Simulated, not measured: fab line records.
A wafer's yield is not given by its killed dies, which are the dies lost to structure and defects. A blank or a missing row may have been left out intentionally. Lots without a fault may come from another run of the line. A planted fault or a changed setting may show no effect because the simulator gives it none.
fab line records :: flow nandHarc
record:
  lots: 7
  wafers: 21
  lastDay: 31
route steps=1302 shown THIN_TSV@1278
lots with no fault: from the same line, run without faults
startH: hours from the record's opening day to when the first of the lot's shown wafers began :: waitH: how many hours have passed since the lot's step before this one :: " as in the row above :: L1.1+2: a row that stands for several wafers :: - no value present, or no start provided :: * or withheld: withheld :: < > ~ a bound
route shown NAME@n: NAME is a module with steps in the file, n the number in the route of the first one :: usual: mean/standard deviation taken from wafers without a fault :: same: alike in all rows :: chamber/n: place in a boat :: sites: per-site readings :: _std_site: how widely they spread, as a standard deviation :: _edge_site: outer sites' mean less inner sites' :: radiusMm: how far each site lies from the wafer's centre :: mask NAME#n: copy n :: behind: tool/chamber where the wafer was last shaped :: hold: why the lot went on hold/how many hours it stayed there/how the hold came to an end :: device: names the non-switching transistor (n, p or np) :: end of line: tests of these same wafers at the route's end :: step lacking rows: just its recipe :: killed: not the wafer's yield, but the dies lost to structure and defects at the first sort :: map: the dies of a wafer, with x for killed, . for not killed, _ for no die there
set.NAME: the setting as run; set.NAME@STEP: as run at that earlier step :: model.NAME: the simulator's own value behind a step, which no gauge read
certain route steps with their lots: each step a table, each wafer a row
services: from which hour (startH, from the record's first day; less than 0 if before it) a tool's chamber was out of use, for how many hours, and why
== steps ==
step: NHARC_THIN_TSV_SRD_23
step: NHARC_THIN_TSV_DEGAS_53
recipe:
  tempC: 300
  timeS: 60
usual:
  heaterPowerW: 497/48
lot.wafer: L463.3
tool: pvdSputter-02
chamber: -
startH: 566.91
waitH: 0.1
heaterPowerW: 490

lot.wafer: L463.4
tool: pvdSputter-02
chamber: -
startH: 566.91
waitH: 0.1
heaterPowerW: 504

lot.wafer: L463.5
tool: pvdSputter-02
chamber: -
startH: 566.91
waitH: 0.1
heaterPowerW: 534

lot.wafer: L468.2
tool: pvdSputter-03
chamber: -
startH: 627.46
waitH: 0.1
heaterPowerW: 510

lot.wafer: L468.1
tool: pvdSputter-03
chamber: -
startH: 627.46
waitH: 0.1
heaterPowerW: 414

lot.wafer: L468.4
tool: pvdSputter-03
chamber: -
startH: 627.46
waitH: 0.1
heaterPowerW: 470

lot.wafer: L471.3
tool: pvdSputter-03
chamber: -
startH: 653.86
waitH: 0.1
heaterPowerW: 468

lot.wafer: L471.6
tool: pvdSputter-03
chamber: -
startH: 653.86
waitH: 0.1
heaterPowerW: 499

lot.wafer: L471.5
tool: pvdSputter-03
chamber: -
startH: 653.86
waitH: 0.1
heaterPowerW: 414

lot.wafer: L473.2
tool: pvdSputter-03
chamber: -
startH: 687.86
waitH: 0.1
heaterPowerW: 461

lot.wafer: L473.3
tool: pvdSputter-03
chamber: -
startH: 687.86
waitH: 0.1
heaterPowerW: 497

lot.wafer: L473.4
tool: pvdSputter-03
chamber: -
startH: 687.86
waitH: 0.1
heaterPowerW: 404

lot.wafer: L476.1
tool: pvdSputter-01
chamber: -
startH: 714.75
waitH: 0.1
heaterPowerW: 615

lot.wafer: L476.2
tool: pvdSputter-01
chamber: -
startH: 714.75
waitH: 0.1
heaterPowerW: 501

lot.wafer: L476.5
tool: pvdSputter-01
chamber: -
startH: 714.75
waitH: 0.1
heaterPowerW: 510

lot.wafer: L479.1
tool: pvdSputter-03
chamber: -
startH: 741.73
waitH: 0.1
heaterPowerW: 475

lot.wafer: L479.3
tool: pvdSputter-03
chamber: -
startH: 741.73
waitH: 0.1
heaterPowerW: 420

lot.wafer: L479.2
tool: pvdSputter-03
chamber: -
startH: 741.73
waitH: 0.1
heaterPowerW: 478

lot.wafer: L481.4
tool: pvdSputter-01
chamber: -
startH: 743.23
waitH: 0.1
heaterPowerW: 611

lot.wafer: L481.6
tool: pvdSputter-01
chamber: -
startH: 743.23
waitH: 0.1
heaterPowerW: 513

lot.wafer: L481.5
tool: pvdSputter-01
chamber: -
startH: 743.23
waitH: 0.1
heaterPowerW: 483
step: NHARC_THIN_TSV_PRE_CLEAN_54
recipe:
  timeS: 30
  tempC: 280
  gas: H2/He
usual:
  heaterPowerW: 440/45
lot.wafer: L463.4
tool: pvdSputter-02
chamber: -
startH: 566.99
waitH: 0.0
heaterPowerW: 470

lot.wafer: L463.3
tool: pvdSputter-02
chamber: -
startH: 566.99
waitH: 0.0
heaterPowerW: 465

lot.wafer: L463.5
tool: pvdSputter-02
chamber: -
startH: 566.99
waitH: 0.0
heaterPowerW: 437

lot.wafer: L468.2
tool: pvdSputter-03
chamber: -
startH: 627.54
waitH: 0.1
heaterPowerW: 453

lot.wafer: L468.1
tool: pvdSputter-03
chamber: -
startH: 627.54
waitH: 0.1
heaterPowerW: 354

lot.wafer: L468.4
tool: pvdSputter-03
chamber: -
startH: 627.54
waitH: 0.1
heaterPowerW: 410

lot.wafer: L471.3
tool: pvdSputter-03
chamber: -
startH: 653.94
waitH: 0.1
heaterPowerW: 363

lot.wafer: L471.5
tool: pvdSputter-03
chamber: -
startH: 653.94
waitH: 0.1
heaterPowerW: 406

lot.wafer: L471.6
tool: pvdSputter-03
chamber: -
startH: 653.94
waitH: 0.1
heaterPowerW: 449

lot.wafer: L473.2
tool: pvdSputter-03
chamber: -
startH: 687.92
waitH: 0.1
heaterPowerW: 404

lot.wafer: L473.4
tool: pvdSputter-03
chamber: -
startH: 687.92
waitH: 0.1
heaterPowerW: 361

lot.wafer: L473.3
tool: pvdSputter-03
chamber: -
startH: 687.92
waitH: 0.1
heaterPowerW: 406

lot.wafer: L476.2
tool: pvdSputter-01
chamber: -
startH: 714.89
waitH: 0.1
heaterPowerW: 426

lot.wafer: L476.1
tool: pvdSputter-01
chamber: -
startH: 714.89
waitH: 0.1
heaterPowerW: 540

lot.wafer: L476.5
tool: pvdSputter-01
chamber: -
startH: 714.89
waitH: 0.1
heaterPowerW: 435

lot.wafer: L479.1
tool: pvdSputter-03
chamber: -
startH: 741.81
waitH: 0.1
heaterPowerW: 410

lot.wafer: L479.3
tool: pvdSputter-03
chamber: -
startH: 741.81
waitH: 0.1
heaterPowerW: 397

lot.wafer: L479.2
tool: pvdSputter-03
chamber: -
startH: 741.81
waitH: 0.1
heaterPowerW: 355

lot.wafer: L481.4
tool: pvdSputter-01
chamber: -
startH: 743.32
waitH: 0.1
heaterPowerW: 535

lot.wafer: L481.5
tool: pvdSputter-01
chamber: -
startH: 743.32
waitH: 0.1
heaterPowerW: 443

lot.wafer: L481.6
tool: pvdSputter-01
chamber: -
startH: 743.32
waitH: 0.1
heaterPowerW: 440
step: NHARC_THIN_TSV_PVD_55
recipe:
  targetThkA: 500
  material: TiN
step: NHARC_THIN_TSV_PVD_24
recipe:
  targetThkA: 8000
  powerW: withheld
  chamberPressurePa: withheld
  substrateTempC: withheld
  timeS: withheld
  gas: Ar
  material: Al
step: NHARC_THIN_TSV_DEHYDRATE_25
recipe:
  tempC: 150
  timeS: 120
step: NHARC_THIN_TSV_HMDS_26
recipe:
  timeS: 30
step: NHARC_THIN_TSV_COAT_27
recipe:
  spinRpm: *
step: NHARC_THIN_TSV_SOFTBAKE_28
recipe:
  tempC: 122
  timeS: 95
step: NHARC_THIN_TSV_EBR_29
step: NHARC_THIN_TSV_EXPOSE_30
recipe:
  na: 0.55
  doseMj: 11.47
  maskId: PAD
step: NHARC_THIN_TSV_PEB_31
recipe:
  pebTempC: 118
  pebTimeS: 85
usual:
  chillPlateTempC: 23.00/0.11
  exhaustPa: 45.0/0.79
lot.wafer: L463.3
tool: lithoTrack-03
chamber: 0
startH: 567.83
waitH: 0.1
chillPlateTempC: 23.11
exhaustPa: 45.5

lot.wafer: L463.4
tool: lithoTrack-03
chamber: 0
startH: 567.83
waitH: 0.1
chillPlateTempC: 22.97
exhaustPa: 45.3

lot.wafer: L463.5
tool: lithoTrack-03
chamber: 0
startH: 567.83
waitH: 0.1
chillPlateTempC: 22.99
exhaustPa: 43.9

lot.wafer: L468.1
tool: lithoTrack-05
chamber: 0
startH: 628.50
waitH: 0.1
chillPlateTempC: 22.91
exhaustPa: 43.4

lot.wafer: L468.2
tool: lithoTrack-05
chamber: 0
startH: 628.50
waitH: 0.1
chillPlateTempC: 22.95
exhaustPa: 44.3

lot.wafer: L468.4
tool: lithoTrack-05
chamber: 0
startH: 628.50
waitH: 0.1
chillPlateTempC: 22.86
exhaustPa: 44.4

lot.wafer: L471.3
tool: lithoTrack-03
chamber: 0
startH: 654.90
waitH: 0.1
chillPlateTempC: 23.19
exhaustPa: 44.7

lot.wafer: L471.5
tool: lithoTrack-03
chamber: 0
startH: 654.90
waitH: 0.1
chillPlateTempC: 23.03
exhaustPa: 45.9

lot.wafer: L471.6
tool: lithoTrack-03
chamber: 0
startH: 654.90
waitH: 0.1
chillPlateTempC: 23.03
exhaustPa: 45.3

lot.wafer: L473.2
tool: lithoTrack-07
chamber: 0
startH: 688.77
waitH: 0.1
chillPlateTempC: 22.96
exhaustPa: 45.7

lot.wafer: L473.3
tool: lithoTrack-07
chamber: 0
startH: 688.77
waitH: 0.1
chillPlateTempC: 22.95
exhaustPa: 44.7

lot.wafer: L473.4
tool: lithoTrack-07
chamber: 0
startH: 688.77
waitH: 0.1
chillPlateTempC: 22.92
exhaustPa: 44.6

lot.wafer: L476.1
tool: lithoTrack-05
chamber: -
startH: 715.94
waitH: 0.1
chillPlateTempC: -
exhaustPa: -

lot.wafer: L476.2
tool: lithoTrack-05
chamber: -
startH: 715.94
waitH: 0.1
chillPlateTempC: -
exhaustPa: -

lot.wafer: L476.5
tool: lithoTrack-05
chamber: -
startH: 715.94
waitH: 0.1
chillPlateTempC: -
exhaustPa: -

lot.wafer: L479.1
tool: lithoTrack-03
chamber: -
startH: 742.66
waitH: 0.1
chillPlateTempC: -
exhaustPa: -

lot.wafer: L479.2
tool: lithoTrack-03
chamber: -
startH: 742.66
waitH: 0.1
chillPlateTempC: -
exhaustPa: -

lot.wafer: L479.3
tool: lithoTrack-03
chamber: -
startH: 742.66
waitH: 0.1
chillPlateTempC: -
exhaustPa: -

lot.wafer: L481.4
tool: lithoTrack-03
chamber: -
startH: 744.26
waitH: 0.0
chillPlateTempC: -
exhaustPa: -

lot.wafer: L481.5
tool: lithoTrack-03
chamber: -
startH: 744.26
waitH: 0.0
chillPlateTempC: -
exhaustPa: -

lot.wafer: L481.6
tool: lithoTrack-03
chamber: -
startH: 744.26
waitH: 0.0
chillPlateTempC: -
exhaustPa: -
step: NHARC_THIN_TSV_DEVELOP_32
recipe:
  timeS: 70
== services ==
tool: pvdSputter-01
chamber: -
startH: 582.00
hours: 10.0
kind: pm

tool: lithoTrack-07
chamber: -
startH: 601.00
hours: 7.0
kind: pm

tool: lithoTrack-03
chamber: -
startH: 625.00
hours: 7.0
kind: pm

tool: pvdSputter-01
chamber: -
startH: 626.33
hours: 3.5
kind: repair

tool: pvdSputter-02
chamber: -
startH: 638.00
hours: 10.0
kind: pm

tool: pvdSputter-01
chamber: -
startH: 642.65
hours: 4.3
kind: repair

tool: lithoTrack-05
chamber: -
startH: 649.00
hours: 7.0
kind: pm

tool: pvdSputter-01
chamber: -
startH: 656.88
hours: 5.1
kind: repair

tool: pvdSputter-02
chamber: -
startH: 672.48
hours: 18.2
kind: repair

tool: pvdSputter-01
chamber: -
startH: 701.68
hours: 6.0
kind: repair

tool: pvdSputter-03
chamber: -
startH: 711.81
hours: 10.0
kind: pm
== key ==
firstSign:
  step: NHARC_THIN_TSV_PEB_31
  reading: toolRecord
  direction: missing
effect none on later readings
metAt NHARC_THIN_TSV_PEB_31
struckWafers L476.1,L476.2,L476.5,L479.1,L479.2,L479.3,L481.4,L481.5,L481.6
laterRowsLeftOut L476.1,L476.2,L476.5,L479.1,L479.2,L479.3,L481.4,L481.5,L481.6
sortLeftOut L476.1,L476.2,L476.5,L479.1,L479.2,L479.3,L481.4,L481.5,L481.6
onsetBetween 654.90 715.94
fault:
  kind: skippedStepWhole
  tool: lithoTrack-03,lithoTrack-05
  chamber: -
  onsetH: 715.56
  steps: NHARC_THIN_TSV_PEB_31
  scope: struckLotsOnly
sortLeftOut: the simulated sort isn't trusted on such a fault, so these wafers' sort isn't shown, and their yield isn't known
laterRowsLeftOut: the simulator's readings of these wafers behind a module that went badly wrong aren't trusted and aren't shown, but for the sort
